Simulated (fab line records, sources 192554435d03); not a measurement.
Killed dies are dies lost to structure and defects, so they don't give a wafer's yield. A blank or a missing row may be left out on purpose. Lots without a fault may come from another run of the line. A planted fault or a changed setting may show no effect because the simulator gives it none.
A struck lot beside a sound one | flow n5_finfet | 14 steps out of a route of 1938
Sound: wafers L992.1, L992.4, L992.6. Struck: wafers L995.1, L995.3, L995.6. The cause comes at the end.
At each step with rows: each side's tool, then ch and its chambers, then its first start. Under that, the readings that differ: sound wafers | struck wafers | difference of the means | sigmas: that difference in standard deviations of wafers without a fault.
alike: readings whose means differ by less than 2 such deviations, and words and numbers that are the same on both sides. not compared: withheld readings, readings that some wafer has no value for, bounds like >300 that may hide the same value, and numbers for which the record gives no deviation and whose values overlap.
The two part at a step that has a row with sigmas, a row that says differs or no value, or rows on one side only. Numbers that don't overlap but have no deviation are shown without sigmas and don't part them. A reading that every wafer of one side lacks parts them only if that side has two wafers or more.

first, 1 step without rows for these wafers: N5_GATE_CUT_VAPOR_ETCH_60 (etches HfO2 in BCl3/Cl2).
N5_GATE_CUT_ETCH_58: etches SiNx in CH3F/O2, target depth 17 nm, time 128.6 s.
  sound on rie_diel-02 ch 0,2,3, day 7 01:19; struck on rie_diel-02 ch 0,2, day 7 21:28
  alike: CH3F_flow_sccm, drypump_motor_current_A, oes_product_au, rf_vpp_V, showerhead_plenum_p_Torr, throttle_valve_pct
  not compared: rf_hours_counter_h
N5_GATE_CUT_STRIP_59: strips in N2/H2, time 20 s.
  sound on rie_diel-02 ch 0,2,3, day 7 01:25; struck on rie_diel-02 ch 0,2, day 7 21:34
  alike: drypump_motor_current_A, oes_product_au, rf_vpp_V, showerhead_plenum_p_Torr, throttle_valve_pct
  not compared: rf_hours_counter_h
then, 2 steps without rows for these wafers: N5_GATE_CUT_PRECLEAN_31 (cleans in DIW, time 300 s); N5_GATE_CUT_SRD_32 (time 30 s).
N5_GATE_CUT_SAC_CAP_01: material SiNx, target thk 24 nm, pulse time 1 s, ald cycles 480.
  sound on ald_sin-04 ch 1,3, day 7 01:38; struck on ald_sin-04 ch 1,2,3, day 7 22:08
  alike: heater_power_w, precursor_pulse_height_rel
then, 1 step without rows for these wafers: N5_GATE_CUT_PECVD_57 (deposits SiNx from SiH4/NH3/N2, target thk 21 nm).
N5_GATE_CUT_CMP_02: polishes, stops on SiO2, t overpolish 12.7 s, target thk 0 nm.
  sound on cmp-02 ch 0,1, day 7 03:53; struck on cmp-02 ch 0,3, day 8 00:26
  reading              | sound                | struck               | difference | sigmas
  overpolish_run_s (s) | 12.679 12.688 12.683 | 12.699 12.700 12.711 | +0.020     | +2
  alike: motor_current_A, slurry_flow_ml_min, time_to_endpoint_s
N5_GATE_CUT_HM_DEP_46: deposits SiO2 from TEOS/O2, target thk 130 nm, time 26.6 s.
  sound on pecvd-01 ch 0,2, day 7 04:14; struck on pecvd-01 ch 0,1,2, day 8 00:44
  alike: heater_power_w, showerhead_plenum_p_Torr, throttle_valve_pct
then, 2 steps without rows for these wafers: N5_GATE_CUT_COAT_34 (time 60 s, resist thk 60 nm); N5_GATE_CUT_COAT_35 (time 60 s, resist thk 10 nm).
N5_GATE_CUT_COAT_27: time 60 s, resist thk 10 nm.
  sound on litho_track-02 ch 0, day 7 04:18; struck on litho_track-02 ch 0, day 8 00:48
  reading                  | sound                | struck               | difference | sigmas
  heater_power_total_W (W) | 393.4 393.3 390.9    | 402.7 405.2 400.7    | +10.3      | +8
  plate_temp_C (C)         | 204.90 204.91 204.98 | 209.94 209.85 209.92 | +4.97      | +29
  alike: spin_speed_rpm
then, 1 step without rows for these wafers: N5_GATE_CUT_COAT_07 (resist thk 30 nm).
-- the record jumps here: 3 days lie between the struck wafers' starts before and after (it left off in module GATE_CUT and takes up again in module BEOL_M4, whose first step shown is number 1111 of the route) --
N5_BEOL_M4_RC_MEAS_101:
  sound on prober-01 ch 0, day 10 11:14; struck on prober-02 ch 0, day 11 09:59
  alike: DIBL_N, DIBL_P, IOFF_N, IOFF_P, ION_N, ION_P, SS_N, SS_P, VT_N, VT_P

WHERE THEY PART
First at N5_GATE_CUT_CMP_02; last, within this record, at N5_GATE_CUT_COAT_27. Later steps at which nothing parts them and some readings are alike: N5_BEOL_M4_RC_MEAS_101.

WHY: what the simulator had put in
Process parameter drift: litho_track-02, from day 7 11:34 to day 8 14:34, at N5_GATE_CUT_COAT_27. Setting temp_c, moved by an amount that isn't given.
